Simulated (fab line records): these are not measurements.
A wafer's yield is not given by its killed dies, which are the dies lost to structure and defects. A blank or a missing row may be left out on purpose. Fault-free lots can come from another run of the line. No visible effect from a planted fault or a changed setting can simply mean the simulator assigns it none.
fab line records | flow nand_harc
record: lots: 7 wafers: 21 last_day: 24
route steps=1159 shown P_M0@256 END@1159
lots with no fault: from the same line, run without faults
start_h: hours from the record's first day to the start of the lot's first wafer shown | wait_h: hours since the lot's step before | " the same as in the row above | L1.1+2: a row that stands for several wafers | - value missing, or start not given | * or withheld: withheld | < > ~ a bound
route shown NAME@n: NAME is a module with steps in the file, n the number in the route of the first one | usual: average and standard deviation across the fault-free wafers | same: alike in all rows | chamber/n: place in a boat | sites: the reading at each site | _std_site: the values' standard deviation | _edge_site: inner sites' mean taken away from outer sites' mean | radius_mm: how far each site lies from the wafer's centre | mask NAME#n: copy n | behind: the most recent tool/chamber to have shaped the wafer | hold: why the lot was held/for how many hours/how that ended | device: which transistor (n, p or np) failed to switch | end of line: at the end of the route, the tests of the same wafers | a step without rows: its recipe alone | killed: count of dies lost to structure and defects at first sort (not the wafer's yield) | map: shows each die of a wafer: x if killed, . if not, _ if none is there
set.NAME: setting as actually run; set.NAME@STEP: the setting as run at that earlier step | model.NAME: the simulator's own value behind a step, which no gauge read
lots at some steps of the route; a table a step, a row a wafer
services: a tool's chamber out of use, with start hour (start_h, from the record's first day; less than 0 if before it), hours out, and reason
== steps ==
step: NHARC_P_M0_COAT_33
recipe: temp_c: 200 time_s: 65
step: NHARC_P_M0_COAT_03
recipe: spin_rpm: 1500 resist_thk_nm: 90
step: NHARC_P_M0_SOFTBAKE_04
recipe: temp_c: 105 time_s: 55
step: NHARC_P_M0_EBR_05
step: NHARC_P_M0_EXPOSE_06
recipe: na: 1.35 target_cd_nm: 90 dose_mj: 81.28 mask_id: P_M0
step: NHARC_P_M0_PEB_07
recipe: peb_temp_c: 100 peb_time_s: 65
step: NHARC_P_M0_DEVELOP_08
recipe: develop_time_s: 35 dev_temp_c: 23
step: NHARC_P_M0_CD_MEAS_09
recipe: target_cd_nm: 90 landing_energy_ev: 500
usual: cd_nm: 90.1/0.62
columns lot.wafer tool chamber start_h wait_h cd_nm
L729.1 cd_sem-01 0 129.95 - 91.0
L729.4 " 0 " " 90.0
L729.6 " 0 " " 90.4
L730.1 cd_sem-03 0 133.72 - 89.4
L730.4 " 0 " " 88.9
L730.5 " 0 " " 90.1
L735.1 cd_sem-01 0 157.33 - 90.1
L735.3 " 0 " " 90.3
L735.5 " 0 " " 89.4
L736.1 cd_sem-02 0 159.69 - 90.5
L736.4 " 0 " " 90.2
L736.5 " 0 " " 90.3
L737.4 cd_sem-02 0 174.13 - 89.1
L737.5 " 0 " " 89.5
L737.6 " 0 " " 89.9
L748.1 cd_sem-02 0 230.85 - 89.7
L748.2 " 0 " " 90.4
L748.6 " 0 " " 90.2
L751.1 cd_sem-02 0 264.17 - 90.0
L751.3 " 0 " " 89.9
L751.4 " 0 " " 90.3
step: NHARC_P_M0_OVL_MEAS_10
recipe: pitch_nm: 180
usual: overlay_x_nm: -0.1/0.7 overlay_y_nm: 0.2/0.86
columns lot.wafer tool chamber start_h wait_h overlay_x_nm overlay_y_nm
L729.1 overlay-02 - 130.04 - 0.3 0.4
L729.4 " - " " 0.9 -0.1
L729.6 " - " " 0.0 -0.1
L730.1 overlay-02 - 133.80 - -1.0 0.5
L730.4 " - " " -1.1 0.6
L730.5 " - " " -1.0 0.6
L735.1 overlay-02 - 157.42 - 0.6 0.9
L735.3 " - " " 0.6 1.7
L735.5 " - " " 0.6 1.2
L736.1 overlay-01 - 159.78 - 0.7 -1.1
L736.4 " - " " 1.2 -0.9
L736.5 " - " " 1.0 -0.2
L737.4 overlay-02 - 174.21 - -0.7 1.4
L737.5 " - " " -0.7 1.0
L737.6 " - " " 0.2 0.6
L748.1 overlay-01 - 230.94 - 0.3 1.2
L748.2 " - " " 0.6 0.9
L748.6 " - " " 0.4 1.2
L751.1 overlay-01 - 264.26 - 0.7 1.3
L751.3 " - " " 0.8 1.7
L751.4 " - " " 0.7 1.6
step: NHARC_P_M0_INSPECT_11
usual: raw_defect_count: 3.7/2.3
columns lot.wafer tool chamber start_h wait_h raw_defect_count
L729.1 defect_inspect-02 - 130.07 0.0 2
L729.4 " - " " 2
L729.6 " - " " 1
L730.1 defect_inspect-01 - 133.84 0.0 4
L730.4 " - " " 3
L730.5 " - " " 1
L735.1 defect_inspect-01 - 157.45 0.0 3
L735.3 " - " " 5
L735.5 " - " " 2
L736.1 defect_inspect-01 - 159.81 0.0 5
L736.4 " - " " 5
L736.5 " - " " 6
L737.4 defect_inspect-01 - 174.25 0.0 0
L737.5 " - " " 2
L737.6 " - " " 4
L748.1 defect_inspect-02 - 230.98 0.0 1
L748.2 " - " " 0
L748.6 " - " " 3
L751.1 defect_inspect-02 - 264.29 0.0 4
L751.3 " - " " 5
L751.4 " - " " 11
step: NHARC_P_M0_DESCUM_14
recipe: time_s: 3 o2_flow_sccm: 200 ar_flow_sccm: 0 bias_power_w: 0 chemistry: O2
usual: drypump_motor_current_A: 5.5/0.44 oes_product_au: 0.998/0.0093 rf_vpp_V: 57.6/0.8 showerhead_plenum_p_Torr: 1.88/0.066 throttle_valve_pct: 11.311/0.0091
columns lot.wafer tool chamber start_h wait_h drypump_motor_current_A oes_product_au rf_hours_counter_h rf_vpp_V showerhead_plenum_p_Torr throttle_valve_pct
L729.4 rie_diel-09 1 130.13 0.1 5.1 1.001 2 58.5 1.98 11.308
L729.1 " 3 " " 6.2 0.997 2 58.7 1.86 11.316
L729.6 " 2 " " 6.4 1.006 - 58.4 1.81 11.303
L730.4 rie_diel-12 0 133.91 0.1 5.5 1.004 6 58.0 1.83 11.314
L730.1 " 1 " " 5.8 1.000 7 58.1 1.89 11.307
L730.5 " 3 " " 5.0 0.994 - 58.2 1.90 11.308
L735.3 rie_diel-12 3 157.51 0.1 5.0 1.004 8 59.0 1.89 11.315
L735.1 " 1 " " 5.8 1.002 8 57.8 1.89 11.299
L735.5 " 0 " " 5.5 0.995 - 57.7 1.83 11.311
L736.1 rie_diel-02 1 159.89 0.1 5.0 1.011 0 56.9 2.05 11.319
L736.4 " 2 " " 5.9 1.004 0 56.9 1.91 11.310
L736.5 " 0 " " 5.6 0.988 - 56.7 1.87 11.317
L737.4 rie_diel-09 0 174.32 0.1 5.2 0.982 5 58.0 1.84 11.325
L737.6 " 2 " " 6.4 1.009 - 57.3 1.81 11.310
L737.5 " 3 " " 6.2 0.994 - 58.1 1.86 11.317
L748.2 rie_diel-09 3 231.05 0.1 6.2 0.989 9 58.2 1.86 11.311
L748.1 " 0 " " 5.2 0.989 9 57.3 1.84 11.319
L748.6 " 2 " " 6.4 1.001 - 57.9 1.81 11.319
L751.1 rie_diel-02 0 264.35 0.1 5.6 1.010 6 57.8 1.86 11.331
L751.4 " 1 " " 5.0 0.999 6 59.5 2.05 11.292
L751.3 " 3 " " 6.0 0.983 5 57.4 1.91 11.295
step: NHARC_P_M0_ETCH_34
recipe: target_depth_a: 400 overetch_a: 120 time_s: 43.94 ion_energy_ev: 200 n2_flow_sccm: 150 h2_flow_sccm: 150 ar_flow_sccm: 0 rf_w: 400 bias_w: 150 chemistry: N2/H2
usual: bias_w: 150.0/0.44 chamber_pressure_mTorr: 29.997/0.026 drypump_motor_current_A: 5.6/0.44 h2_flow_sccm: 150.0/0.46 n2_flow_sccm: 150.0/0.39 oes_product_au: 0.998/0.0086 rf_fwd_power_W: 394.8/1.9 rf_vpp_V: 429.6/2.1 showerhead_plenum_p_Torr: 2.01/0.072 throttle_valve_pct: 14.172/0.0092
columns lot.wafer tool chamber start_h wait_h bias_w chamber_pressure_mTorr drypump_motor_current_A h2_flow_sccm n2_flow_sccm oes_product_au rf_fwd_power_W rf_hours_counter_h rf_vpp_V showerhead_plenum_p_Torr throttle_valve_pct
L729.4 rie_diel-09 1 130.23 0.1 150.4 29.981 5.1 149.4 150.7 0.998 394.9 2 431.8 2.12 14.172
L729.1 " 2 " " 150.0 29.962 6.4 150.4 150.6 0.989 395.2 2 428.1 1.93 14.179
L729.6 " 3 " " 150.3 29.979 6.2 150.3 150.0 0.996 397.7 - 428.5 1.98 14.176
L730.1 rie_diel-12 3 133.99 0.1 149.3 29.981 5.0 148.9 149.7 1.003 397.8 6 429.4 2.02 14.171
L730.4 " 1 " " 150.0 29.977 5.8 149.8 150.1 1.003 396.7 7 430.1 2.01 14.186
L730.5 " 0 " " 150.4 29.999 5.6 150.4 149.7 0.991 394.5 - 427.5 1.95 14.166
L735.3 rie_diel-12 1 157.60 0.1 149.4 29.979 5.8 150.4 150.6 0.999 394.5 8 428.6 2.01 14.173
L735.1 " 3 " " 150.1 30.005 5.0 150.0 150.2 0.992 398.0 8 429.4 2.02 14.162
L735.5 " 2 " " 150.0 30.022 5.3 150.2 151.0 0.985 396.2 - 426.9 1.92 14.167
L736.4 rie_diel-02 3 159.97 0.1 150.4 30.021 6.0 149.2 149.9 0.993 393.4 0 429.7 2.04 14.167
L736.1 " 1 " " 149.2 30.036 5.0 150.2 150.2 1.010 395.7 0 434.9 2.19 14.164
L736.5 " 2 " " 150.8 30.040 5.9 149.5 149.6 1.011 393.6 - 428.5 2.03 14.179
L737.4 rie_diel-09 0 174.41 0.1 150.3 30.015 5.2 149.2 150.2 0.986 396.4 5 427.9 1.96 14.178
L737.6 " 1 " " 150.1 30.045 5.1 150.3 150.0 1.001 393.4 - 432.8 2.12 14.179
L737.5 " 2 " " 149.4 29.993 6.4 150.3 149.6 1.006 397.5 - 427.6 1.93 14.168
L748.2 rie_diel-09 3 231.13 0.1 150.3 30.002 6.2 149.2 150.6 0.986 396.5 9 429.5 1.98 14.183
L748.1 " 2 " " 150.7 29.965 6.4 149.7 149.5 0.991 392.9 9 428.2 1.93 14.178
L748.6 " 0 " " 149.4 29.953 5.2 150.5 149.9 0.992 395.7 - 428.0 1.95 14.191
L751.4 rie_diel-02 3 264.45 0.1 149.1 29.971 6.0 150.5 149.7 0.986 391.7 5 431.0 2.03 14.171
L751.1 " 0 " " 149.4 29.937 5.6 151.1 150.3 1.013 394.9 6 428.7 1.99 14.158
L751.3 " 1 " " 150.6 29.985 5.0 149.6 150.0 0.999 395.3 6 434.5 2.19 14.188
step: NHARC_P_M0_ETCH_15
recipe: target_depth_a: 1500 overetch_a: 150 time_s: 82.5 c4f8_flow_sccm: withheld ar_flow_sccm: 400 rf_w: 600 bias_w: 300 chemistry: C4F8/Ar
usual: bias_w: 300.1/0.88 chamber_pressure_mTorr: 24.997/0.02 oes_product_au: 0.956/0.022 rf_fwd_power_W: 595.3/2.1 rf_vpp_V: 439.8/2.2
columns lot.wafer tool chamber start_h wait_h bias_w chamber_pressure_mTorr oes_product_au rf_fwd_power_W rf_hours_counter_h rf_vpp_V
L729.1 rie_diel-09 2 130.32 - 300.4 24.979 0.957 593.9 2 438.7
L729.4 " 3 " " 301.8 25.013 0.971 595.8 2 439.5
L729.6 " 0 " " 300.5 24.997 0.960 594.3 - 439.5
L730.4 rie_diel-12 3 134.08 - 299.1 25.001 0.936 599.3 6 440.5
L730.1 " 1 " " 300.3 24.994 0.963 597.3 7 440.5
L730.5 " 3 " " 298.6 24.984 0.944 598.1 - 440.0
L735.3 rie_diel-12 2 157.69 - - - - - - -
L735.1 " 1 " " - - - - - -
L735.5 " 3 " " - - - - - -
L736.4 rie_diel-02 0 160.05 - - - - - - -
L736.1 " 1 " " - - - - - -
L736.5 " 1 " " - - - - - -
L737.4 rie_diel-09 0 174.49 - - - - - - -
L737.6 " 3 " " - - - - - -
L737.5 " 0 " " - - - - - -
L748.2 rie_diel-09 3 231.21 - 301.1 24.970 0.924 594.6 9 438.9
L748.1 " 2 " " 300.1 25.011 0.936 596.3 9 435.7
L748.6 " 3 " " 301.5 24.970 0.914 593.0 - 440.2
L751.3 rie_diel-02 3 264.53 - 301.4 24.981 0.969 595.1 5 440.0
L751.4 " 1 " " 298.6 24.996 0.972 594.6 6 444.4
L751.1 " 2 " " 299.4 24.984 0.991 595.6 5 440.9
step: NHARC_P_M0_CD_MEAS_16
usual: cd_nm: 90.1/0.79
columns lot.wafer tool chamber start_h wait_h cd_nm
L729.1 cd_sem-02 - 130.43 - 90.1
L729.4 " - " " 89.5
L729.6 " - " " 90.6
L730.1 cd_sem-01 - 134.20 - 89.8
L730.4 " - " " 88.5
L730.5 " - " " 89.7
L735.1 cd_sem-02 - 157.81 - 91.1
L735.3 " - " " 90.1
L735.5 " - " " 89.0
L736.1 cd_sem-01 - 160.18 - 90.7
L736.4 " - " " 90.7
L736.5 " - " " 89.9
L737.4 cd_sem-01 - 174.61 - 90.5
L737.5 " - " " 89.3
L737.6 " - " " 90.0
L748.1 cd_sem-01 - 231.34 - 89.9
L748.2 " - " " 90.1
L748.6 " - " " 90.6
L751.1 cd_sem-03 - 264.65 - 89.8
L751.3 " - " " 90.3
L751.4 " - " " 90.3
step: NHARC_END_SORT_01
recipe: temp_c: 25
usual: defect_limited_yield: 96.2/1.3 killed_at_array: 21/8.9 killed_at_other: 0.8/1.3 killed_at_periphery: 3.6/2.4 killed_dies: 26/8.9 killed_open: 3.1/1.8 killed_short: 1.9/1.3 sort_bin_2_pct: 1.2/0.54 sort_bin_3_pct: 0.21/0.17 sort_bin_4_pct: 2.4/0.91 sort_n_pass: 651/8.9 sort_rim_yield_pct: 95.0/2.8 sort_yield_pct: 96.2/1.3
same: gross_dies: 677 sort_bin_5_pct[%]: 0 sort_bin_6_pct[%]: 0 sort_bin_7_pct[%]: 0 sort_bin_8_pct[%]: 0 sort_rim_n_gross: 106.00
columns lot.wafer tool chamber start_h wait_h defect_limited_yield[%] killed_at_array killed_at_other killed_at_periphery killed_dies killed_open killed_short sort_bin_2_pct[%] sort_bin_3_pct[%] sort_bin_4_pct[%] sort_n_pass sort_rim_yield_pct[%] sort_yield_pct[%]
L730.1 prober-02 0 446.15 2.5 96.3 19 0 6 25 3 1 1.0 0.44 2.2 652 91.5 96.3
L730.4 prober-02 0 448.51 3.4 96.8 22 0 0 22 6 1 1.0 0 2.2 655 96.2 96.8
L730.5 prober-02 0 449.29 3.6 97.6 15 0 1 16 2 2 1.0 0.15 1.2 661 96.2 97.6
L735.1 prober-01 0 484.99 2.5 0 10 4 663 677 7 2 98.4 0 1.6 0 0 0
L735.3 prober-01 0 486.59 3.1 0 13 3 661 677 3 2 98.2 0.44 1.3 0 0 0
L735.5 prober-01 0 488.19 3.7 0 18 2 657 677 5 1 97.6 0.15 2.2 0 0 0
L736.1 prober-02 0 485.01 2.5 0 37 0 640 677 4 0 95.9 0.15 4.0 0 0 0
L736.4 prober-02 0 487.39 3.4 0 48 0 629 677 2 3 94.8 0.44 4.7 0 0 0
L736.5 prober-02 0 488.19 3.7 0 30 1 646 677 4 3 96.2 0.30 3.5 0 0 0
L737.4 prober-01 0 496.20 3.4 0 33 3 641 677 0 0 95.9 0.15 4.0 0 0 0
L737.5 prober-01 0 497.01 3.7 0 34 3 640 677 6 2 96.2 0.15 3.7 0 0 0
L737.6 prober-01 0 497.82 4.0 0 35 1 641 677 0 1 96.6 0 3.4 0 0 0
killed by level:class
L730.1 A_SLIT:chamber_film_flake=8 A_CONTACT:chamber_film_flake=7 P_STI:chamber_film_flake=3 P_CONTACT:geometric_particle:open=2 A_ONON_D1:geometric_particle:open=1 A_CHANNEL_FILL_D1:geometric_particle:short=1 P_ZERO_WELL:chamber_film_flake=1 A_STAIRCASE:chamber_film_flake=1
L730.4 A_SLIT:chamber_film_flake=5 A_CHANNEL_HOLE_D1:chamber_film_flake=5 A_CHANNEL_FILL_D1:geometric_particle:open=2 A_STAIRCASE:chamber_film_flake=2 A_CONTACT:chamber_film_flake=2 A_ONON_D1:geometric_particle:open=1 A_SGD_CUT:geometric_particle:open=1 A_WL_FILL:geometric_particle:short=1
L730.5 A_SLIT:chamber_film_flake=5 A_STAIRCASE:chamber_film_flake=3 A_CONTACT:chamber_film_flake=2 P_CONTACT:geometric_particle:short=1 A_CHANNEL_HOLE_D1:geometric_particle:short=1 A_CHANNEL_HOLE_D1:geometric_particle:open=1 A_M0:geometric_particle:open=1 A_CHANNEL_HOLE_D1:chamber_film_flake=1
L735.1 P_M0:area_etch=658 A_CONTACT:geometric_particle:open=3 THIN_TSV:chamber_film_flake=3 A_STAIRCASE:chamber_film_flake=2 P_GATE:geometric_particle:open=1 P_CONTACT:geometric_particle:short=1 P_M0:geometric_particle:open=1 A_CHANNEL_FILL_D1:geometric_particle:open=1
L736.1 P_M0:area_etch=636 A_CHANNEL_HOLE_D1:chamber_film_flake=15 A_SLIT:chamber_film_flake=7 A_M0:chamber_film_flake=6 A_CONTACT:chamber_film_flake=4 P_GATE:chamber_film_flake=2 P_M2:geometric_particle:open=1 A_CHANNEL_FILL_D1:geometric_particle:open=1
L735.3 P_M0:area_etch=659 A_STAIRCASE:chamber_film_flake=3 A_SLIT:chamber_film_flake=3 THIN_TSV:chamber_film_flake=3 A_CHANNEL_HOLE_D1:chamber_film_flake=2 P_CONTACT:geometric_particle:open=1 A_SOURCE_PLATE:geometric_particle:short=1 A_ONON_D1:geometric_particle:open=1
L736.4 P_M0:area_etch=626 A_CHANNEL_HOLE_D1:chamber_film_flake=21 A_SLIT:chamber_film_flake=15 A_M0:chamber_film_flake=5 P_GATE:chamber_film_flake=3 A_WL_FILL:geometric_particle:short=2 A_CONTACT:geometric_particle:open=2 A_SGD_CUT:geometric_particle:short=1
L736.5 P_M0:area_etch=642 A_CHANNEL_HOLE_D1:chamber_film_flake=13 A_SLIT:chamber_film_flake=7 A_M0:chamber_film_flake=4 A_ONON_D1:geometric_particle:short=2 P_M0:geometric_particle:open=1 A_WL_FILL:geometric_particle:open=1 A_CONTACT:geometric_particle:open=1
L735.5 P_M0:area_etch=656 A_STAIRCASE:chamber_film_flake=5 A_SLIT:chamber_film_flake=5 A_M0:geometric_particle:open=2 A_CONTACT:chamber_film_flake=2 THIN_TSV:chamber_film_flake=2 P_STI:geometric_particle:open=1 A_CONTACT:geometric_particle:open=1
L737.4 P_M0:area_etch=639 A_CHANNEL_HOLE_D1:chamber_film_flake=17 A_SLIT:chamber_film_flake=12 THIN_TSV:chamber_film_flake=3 P_M1:chamber_film_flake=2 A_WL_FILL:chamber_film_flake=2 A_CONTACT:chamber_film_flake=2
L737.5 P_M0:area_etch=636 A_CHANNEL_HOLE_D1:chamber_film_flake=18 A_SLIT:chamber_film_flake=8 THIN_TSV:chamber_film_flake=3 A_WL_FILL:chamber_film_flake=2 P_CONTACT:geometric_particle:open=1 P_M0:geometric_particle:open=1 P_M1:geometric_particle:open=1
L737.6 P_M0:area_etch=641 A_CHANNEL_HOLE_D1:chamber_film_flake=19 A_SLIT:chamber_film_flake=10 A_CONTACT:chamber_film_flake=3 A_WL_FILL:chamber_film_flake=2 A_CHANNEL_FILL_D1:geometric_particle:short=1 THIN_TSV:chamber_film_flake=1
map L735.1 (x killed, . not)
____________x____________
_________xxxxxxx_________
_______xxxxxxxxxxx_______
______xxxxxxxxxxxxx______
_____xxxxxxxxxxxxxxx_____
____xxxxxxxxxxxxxxxxx____
____xxxxxxxxxxxxxxxxx____
___xxxxxxxxxxxxxxxxxxx___
___xxxxxxxxxxxxxxxxxxx___
__xxxxxxxxxxxxxxxxxxxxx__
__xxxxxxxxxxxxxxxxxxxxx__
_xxxxxxxxxxxxxxxxxxxxxxx_
_xxxxxxxxxxxxxxxxxxxxxxx_
_xxxxxxxxxxxxxxxxxxxxxxx_
_xxxxxxxxxxxxxxxxxxxxxxx_
_xxxxxxxxxxxxxxxxxxxxxxx_
xxxxxxxxxxxxxxxxxxxxxxxxx
xxxxxxxxxxxxxxxxxxxxxxxxx
xxxxxxxxxxxxxxxxxxxxxxxxx
xxxxxxxxxxxxxxxxxxxxxxxxx
xxxxxxxxxxxxxxxxxxxxxxxxx
_xxxxxxxxxxxxxxxxxxxxxxx_
_xxxxxxxxxxxxxxxxxxxxxxx_
_xxxxxxxxxxxxxxxxxxxxxxx_
_xxxxxxxxxxxxxxxxxxxxxxx_
_xxxxxxxxxxxxxxxxxxxxxxx_
__xxxxxxxxxxxxxxxxxxxxx__
__xxxxxxxxxxxxxxxxxxxxx__
___xxxxxxxxxxxxxxxxxxx___
___xxxxxxxxxxxxxxxxxxx___
____xxxxxxxxxxxxxxxxx____
____xxxxxxxxxxxxxxxxx____
_____xxxxxxxxxxxxxxx_____
______xxxxxxxxxxxxx______
_______xxxxxxxxxxx_______
_________xxxxxxx_________
____________x____________
map L736.1 (x killed, . not)
____________x____________
_________xxxxxxx_________
_______xxxxxxxxxxx_______
______xxxxxxxxxxxxx______
_____xxxxxxxxxxxxxxx_____
____xxxxxxxxxxxxxxxxx____
____xxxxxxxxxxxxxxxxx____
___xxxxxxxxxxxxxxxxxxx___
___xxxxxxxxxxxxxxxxxxx___
__xxxxxxxxxxxxxxxxxxxxx__
__xxxxxxxxxxxxxxxxxxxxx__
_xxxxxxxxxxxxxxxxxxxxxxx_
_xxxxxxxxxxxxxxxxxxxxxxx_
_xxxxxxxxxxxxxxxxxxxxxxx_
_xxxxxxxxxxxxxxxxxxxxxxx_
_xxxxxxxxxxxxxxxxxxxxxxx_
xxxxxxxxxxxxxxxxxxxxxxxxx
xxxxxxxxxxxxxxxxxxxxxxxxx
xxxxxxxxxxxxxxxxxxxxxxxxx
xxxxxxxxxxxxxxxxxxxxxxxxx
xxxxxxxxxxxxxxxxxxxxxxxxx
_xxxxxxxxxxxxxxxxxxxxxxx_
_xxxxxxxxxxxxxxxxxxxxxxx_
_xxxxxxxxxxxxxxxxxxxxxxx_
_xxxxxxxxxxxxxxxxxxxxxxx_
_xxxxxxxxxxxxxxxxxxxxxxx_
__xxxxxxxxxxxxxxxxxxxxx__
__xxxxxxxxxxxxxxxxxxxxx__
___xxxxxxxxxxxxxxxxxxx___
___xxxxxxxxxxxxxxxxxxx___
____xxxxxxxxxxxxxxxxx____
____xxxxxxxxxxxxxxxxx____
_____xxxxxxxxxxxxxxx_____
______xxxxxxxxxxxxx______
_______xxxxxxxxxxx_______
_________xxxxxxx_________
____________x____________
== services ==
columns tool chamber start_h hours kind
rie_diel-09 0 110.60 - clean
rie_diel-09 1 110.60 - clean
rie_diel-09 2 110.60 - clean
rie_diel-09 3 110.60 - clean
rie_diel-09 0 135.10 - clean
rie_diel-09 1 135.10 - clean
rie_diel-09 2 135.10 - clean
rie_diel-09 3 135.10 - clean
rie_diel-02 - 150.70 9.0 pm
rie_diel-12 - 151.29 0.3 repair
rie_diel-09 0 159.60 - clean
rie_diel-09 1 159.60 - clean
rie_diel-09 2 159.60 - clean
rie_diel-09 3 159.60 - clean
rie_diel-09 0 184.19 - clean
rie_diel-09 1 184.19 - clean
rie_diel-09 2 184.19 - clean
rie_diel-09 3 184.19 - clean
rie_diel-12 1 186.84 4.1 repair
rie_diel-12 - 202.40 9.0 pm
rie_diel-09 0 208.69 - clean
rie_diel-12 3 241.35 4.5 repair
rie_diel-09 1 251.15 1.3 repair
rie_diel-09 - 254.10 9.0 pm
== key ==
first_sign: step: NHARC_P_M0_ETCH_15 reading: tool_record direction: missing
effect: step: NHARC_END_SORT_01 reading: killed_at_periphery direction: up sigmas: 99+ usual: 3.6 struck: 646.4
more_kills_born_at: NHARC_P_M0_ETCH_15@rie_diel-12: 1973 NHARC_P_M0_ETCH_15@rie_diel-09: 1916 NHARC_P_M0_ETCH_15@rie_diel-02: 1902
met_at NHARC_P_M0_ETCH_15
struck_wafers L735.1,L735.3,L735.5,L736.1,L736.4,L736.5,L737.4,L737.5,L737.6
later_rows_left_out L735.1,L735.3,L735.5,L736.1,L736.4,L736.5,L737.4,L737.5,L737.6
onset_between 134.08 157.69
fault: kind: skipped_step_whole tool: rie_diel-02,rie_diel-09,rie_diel-12 chamber: - onset_h: 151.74 steps: NHARC_P_M0_ETCH_15 scope: struck_lots_only
later_rows_left_out: the simulator's readings of these wafers behind a module that went badly wrong aren't trusted and aren't shown, but for the sort
